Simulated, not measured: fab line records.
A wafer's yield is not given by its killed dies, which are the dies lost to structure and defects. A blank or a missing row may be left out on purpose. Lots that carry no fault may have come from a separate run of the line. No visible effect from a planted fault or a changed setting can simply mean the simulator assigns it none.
Struck lot and sound lot, side by side / flow nandHarc / 32 steps out of a route of 1302
Sound: the wafers L691.1, L691.3, L691.4. The struck wafers were L681.2, L681.3, L681.5. The cause is named last.
Each step with rows lists, per side, the tool, then ch with its chambers, then its first start. Under that, the readings that differ: sound wafers / struck wafers / difference of the means / sigmas: that difference in standard deviations of wafers without a fault.
alike: words and numbers the same on both sides, and readings whose means are apart by under 2 such deviations; not compared: readings that were withheld, readings missing a value for some wafer, numbers with overlapping values and no deviation given by the record, and bounds like >300 which may hide the same value.
The two part at a step that has a row with sigmas, a row that says differs or no value, or rows on one side only. Numbers that have no deviation but don't overlap get no sigmas and don't part them. A reading missing from all wafers of one side parts the sides only when that side holds two or more wafers.

first, 9 steps without rows for these wafers: NHARC_A_CHANNEL_HOLE_D2_COAT_37 (time 65 s); NHARC_A_CHANNEL_HOLE_D2_COAT_04 (resist thk 90 nm); NHARC_A_CHANNEL_HOLE_D2_SOFTBAKE_05 (time 55 s); NHARC_A_CHANNEL_HOLE_D2_EBR_06; NHARC_A_CHANNEL_HOLE_D2_EXPOSE_07 (exposes mask HOLE D2, target cd 100 nm); NHARC_A_CHANNEL_HOLE_D2_PEB_08 (peb time 65 s); NHARC_A_CHANNEL_HOLE_D2_DEVELOP_09 (develop time 35 s); NHARC_A_CHANNEL_HOLE_D2_DESCUM_15 (chemistry O2, time 3 s); NHARC_A_CHANNEL_HOLE_D2_ETCH_38 (etches the open film in CF4, target depth 39 nm, time 65 s).
NHARC_A_CHANNEL_HOLE_D2_ETCH_39: etches the open film in N2/H2, target depth 260 nm, time 325 s.
  sound on rieDiel-02 ch 0,1,2, day 22 07:54; struck on rieDiel-04 ch 0,1,3, day 18 17:24
  alike: biasW, drypumpMotorCurrentA, oesProductAu, rfVppV, showerheadPlenumPTorr, throttleValvePct
  not compared: rfHoursCounterH
then, 19 steps without rows for these wafers: NHARC_A_CHANNEL_HOLE_D2_ETCH_34 (etches the open film in CF4/CHF3, target depth 154 nm, time 77 s); NHARC_A_CHANNEL_HOLE_D2_ETCH_16 (etches the open film in O2/COS, target depth 3100 nm, time 806 s); NHARC_A_CHANNEL_HOLE_D2_ETCH_19 (etches the open film in C4F8/O2/Ar, time 34.5 s); NHARC_A_CHANNEL_HOLE_D2_ETCH_20 (etches the open film in C4F8/O2/Ar, time 361.9 s, target depth 1600 nm); NHARC_A_CHANNEL_HOLE_D2_ETCH_21 (etches the open film in C4F8/O2/Ar, time 514.3 s, target depth 1600 nm); NHARC_A_CHANNEL_HOLE_D2_ETCH_22 (etches the open film in C4F8/O2/Ar, time 666.7 s, target depth 1600 nm); NHARC_A_CHANNEL_HOLE_D2_ETCH_23 (etches the open film in C4F8/O2/Ar, time 819 s, target depth 1600 nm); NHARC_A_CHANNEL_HOLE_D2_ETCH_24 (etches the open film in C4F8/O2/Ar, time 906.2 s, target depth 1500 nm); NHARC_A_CHANNEL_HOLE_D2_ETCH_25 (etches the open film in C4F8/O2/Ar, time 1040.2 s, target depth 1500 nm); NHARC_A_CHANNEL_HOLE_D2_ETCH_26 (etches the open film in C4F8/O2/Ar, time 224.1 s, target depth 300 nm); NHARC_A_CHANNEL_HOLE_D2_ETCH_27 (etches the open film in C4F8/O2/Ar, time 90 s, target depth 400 nm); NHARC_A_CHANNEL_HOLE_D2_STRIP_41 (strips in N2/H2); NHARC_A_CHANNEL_HOLE_D2_STRIP_42 (strips in CF4/CHF3); NHARC_A_CHANNEL_HOLE_D2_STRIP_43 (strips in O2/COS); NHARC_A_CHANNEL_HOLE_D2_ETCH_44 (etches the open film in CF4/O2, target depth 140 nm, overetch 14 nm, time 77 s); NHARC_A_CHANNEL_HOLE_D2_STRIP_28 (strips in O2); NHARC_A_CHANNEL_HOLE_D2_PRECLEAN_29 (cleans in SC1); NHARC_A_CHANNEL_HOLE_D2_SRD_30; NHARC_A_CHANNEL_HOLE_D2_XSEM_32.
NHARC_A_CHANNEL_HOLE_D2_INSPECT_40:
  struck on defectInspect-02, day 19 00:20; sound on defectInspect-01, day 22 15:58
reading=rawDefectCount; sound=336 464 508; struck=880 833 900; difference=+435; sigmas=+5
then, 1 step without rows for these wafers: NHARC_A_CHANNEL_FILL_D2_PRECLEAN_00 (cleans in SC1).
-- the record jumps here: 11 days lie between the struck wafers' starts before and after (it left off in module A_CHANNEL_FILL_D2 and takes up again in module END, whose first step shown is number 1302 of the route) --
NHARC_END_SORT_01:
  only the struck wafers appear in the record here, on prober-02 ch 0 at day 30 07:46; the sound ones have no rows

WHERE THEY PART
Last at NHARC_END_SORT_01 as far as this record goes, first at NHARC_A_CHANNEL_HOLE_D2_INSPECT_40.

WHY: whatever the simulator had introduced
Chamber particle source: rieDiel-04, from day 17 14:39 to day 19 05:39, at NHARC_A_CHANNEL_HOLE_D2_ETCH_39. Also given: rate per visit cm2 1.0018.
